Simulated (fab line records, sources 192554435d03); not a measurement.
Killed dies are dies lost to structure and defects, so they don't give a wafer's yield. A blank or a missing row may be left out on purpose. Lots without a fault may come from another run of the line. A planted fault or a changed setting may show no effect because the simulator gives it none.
A struck lot beside a sound one | flow n5_finfet | 40 steps out of a route of 1938
Sound: wafers L170.1, L170.3, L170.5. Struck: wafer L178.3. (L178.5, L178.6 of the same lot were not struck and are left out.) The cause comes at the end.
At each step with rows: each side's tool, then ch and its chambers, then its first start. Under that, the readings that differ: sound wafers | struck wafers | difference of the means | sigmas: that difference in standard deviations of wafers without a fault.
alike: readings whose means differ by less than 2 such deviations, and words and numbers that are the same on both sides. not compared: withheld readings, readings that some wafer has no value for, bounds like >300 that may hide the same value, and numbers for which the record gives no deviation and whose values overlap.
The two part at a step that has a row with sigmas, a row that says differs or no value, or rows on one side only. Numbers that don't overlap but have no deviation are shown without sigmas and don't part them. A reading that every wafer of one side lacks parts them only if that side has two wafers or more.

first, 11 steps without rows for these wafers: N5_BEOL_M0_SAQP_SPACER1_ETCHBACK_99 (etches SiO2 in CHF3/O2, target depth 15.4 nm, time 7.7 s); N5_BEOL_M0_SAQP_MANDREL1_REMOVE_100 (chemistry HBr/Cl2/O2, target a-Si, stops on SiNx, bt time 10 s); N5_BEOL_M0_SAQP_ETCH_101 (etches SiNx in CH3F/O2, target depth 29.9 nm, time 42.7 s); N5_BEOL_M0_SAQP_ETCH_102 (etches SiO2 in CF4, target depth 4 nm, time 4.4 s); N5_BEOL_M0_SAQP_MANDREL_ETCH_103 (etches a-Si in HBr/Cl2, stops on SiCN, target depth 45 nm, bt time 10 s, time 27 s); N5_BEOL_M0_SAQP_RECESS_104 (chemistry HF/NH3, target SiO2, target depth 18 nm, afs cycles 3, sublimation time 60 s); N5_BEOL_M0_SAQP_COAT_105 (time 60 s, resist thk 100 nm); N5_BEOL_M0_SAQP_ETCH_106 (etches SOC in N2/H2, stops on SiNx, target depth 150 nm); N5_BEOL_M0_SAQP_ETCH_107 (etches SiNx in CH3F/O2, target depth 30 nm); N5_BEOL_M0_SAQP_STRIP_108 (strips in N2/H2); N5_BEOL_M0_SAQP_RECESS_109 (chemistry HF/NH3, target SiO2, target depth 3 nm, afs cycles 1, sublimation time 60 s).
N5_BEOL_M0_SAQP_SPACER2_ALD_26: deposits SiO2, target thk 15 nm, pulse time 1 s, purge time 2 s.
  sound on ald_sin-03 ch 0,1,3, day 8 15:35; struck on ald_sin-03 ch 0, day 11 00:02
  reading                                               | sound      | struck | difference | sigmas
  model.SiO2_of_BEOL_M0_SAQP_SPACER2_ALD_26.thk_nm (nm) | 15 15 15.2 | 6.4    | -8.7       |
  alike: heater_power_w, precursor_pulse_height_rel, susceptor_temp_C
then, 1 step without rows for these wafers: N5_BEOL_M0_SAQP_SPACER2_ETCHBACK_27 (etches SiO2 in CHF3/O2, target depth 22.5 nm, time 11.25 s).
N5_BEOL_M0_SAQP_MANDREL2_REMOVE_110: chemistry HBr/Cl2/O2, target a-Si, stops on SiCN, bt time 10 s.
  sound on rie_si-02 ch 0,1, day 8 16:13; struck on rie_si-04 ch 1, day 11 00:40
  reading                                               | sound          | struck | difference | sigmas
  he_backside_leak_sccm (sccm)                          | 2.85 2.21 2.42 | 3.31   | +0.82      | +3
  throttle_valve_pct (%)                                | 36.2 36.4 36.4 | 37.3   | +1.0       | +3
  model.BEOL_M0_SAQP.cd_nm (nm)                         | 15 15.2 15.2   | 6.4    | -8.7       |
  model.SiO2_of_BEOL_M0_SAQP_SPACER2_ALD_26.thk_nm (nm) | 10.6 10.6 10.6 | 2.8    | -7.8       |
  alike: drypump_motor_current_A, oes_o_777_au, oes_product_au
  not compared: rf_hours_counter_h
N5_BEOL_M0_SAQP_CD_MEAS_29: target cd 14.4 nm.
  sound on cd_sem-02 ch 0, day 8 16:20; struck on cd_sem-03 ch 0, day 11 00:47
  reading    | sound             | struck | difference | sigmas
  cd_nm (nm) | 15.12 15.14 15.28 | 6.70   | -8.48      | -40
then, 23 steps without rows for these wafers: N5_BEOL_M0_SAQP_COAT_69 (time 60 s, resist thk 90 nm); N5_BEOL_M0_SAQP_COAT_72 (time 60 s, resist thk 15 nm); N5_BEOL_M0_SAQP_COAT_87 (time 60 s, resist thk 5 nm); N5_BEOL_M0_SAQP_COAT_34 (resist thk 30 nm); N5_BEOL_M0_SAQP_EBR_36; N5_BEOL_M0_SAQP_SOFTBAKE_35 (time 60 s); N5_BEOL_M0_SAQP_EXPOSE_37 (exposes mask M0 CUT1, target cd 30 nm); N5_BEOL_M0_SAQP_PEB_38 (peb time 60 s); N5_BEOL_M0_SAQP_DEVELOP_39 (develop time 30 s); N5_BEOL_M0_SAQP_DESCUM_45 (chemistry O2, time 7 s); N5_BEOL_M0_SAQP_ETCH_88 (etches underlayer in N2/H2, target depth 6.5 nm, time 5.2 s); N5_BEOL_M0_SAQP_ETCH_73 (etches SiARC in CF4, target depth 19.5 nm, time 32.5 s); N5_BEOL_M0_SAQP_CUT_ETCH_46 (etches SOC in N2/H2, target depth 135 nm, overetch 27 nm, time 202.5 s); N5_BEOL_M0_SAQP_STRIP_74 (strips in N2/H2); N5_BEOL_M0_SAQP_STRIP_89 (strips in N2/H2); N5_BEOL_M0_SAQP_ALD_48 (deposits SiO2, target thk 20 nm, pulse time 1 s, co reactant pulse time 1 s); N5_BEOL_M0_SAQP_ETCH_49 (etches SiO2 in CF4/O2, target depth 37 nm); N5_BEOL_M0_SAQP_STRIP_75 (strips in CF4); N5_BEOL_M0_CUTY_COAT_50 (time 60 s, resist thk 15 nm); N5_BEOL_M0_CUTY_COAT_51 (resist thk 150 nm); N5_BEOL_M0_CUTY_EBR_52; N5_BEOL_M0_CUTY_SOFTBAKE_53 (time 60 s); N5_BEOL_M0_CUTY_EXPOSE_54 (exposes mask M0 ABLK).
N5_BEOL_M4_RC_MEAS_101:
  the record has rows for the sound wafers here (prober-02 ch 0, day 12 05:09) and none for the struck ones
-- the record jumps here: 8 days lie between the struck wafers' starts before and after (it left off in module BEOL_M4 and takes up again in module PASSIVATION, whose first step shown is number 1936 of the route) --
N5_PASSIVATION_PROBE_49:
  the record has rows for the struck wafers here (prober-02, day 19 05:44) and none for the sound ones

WHERE THEY PART
First at N5_BEOL_M0_SAQP_MANDREL2_REMOVE_110; last, within this record, at N5_PASSIVATION_PROBE_49.

WHY: what the simulator had put in
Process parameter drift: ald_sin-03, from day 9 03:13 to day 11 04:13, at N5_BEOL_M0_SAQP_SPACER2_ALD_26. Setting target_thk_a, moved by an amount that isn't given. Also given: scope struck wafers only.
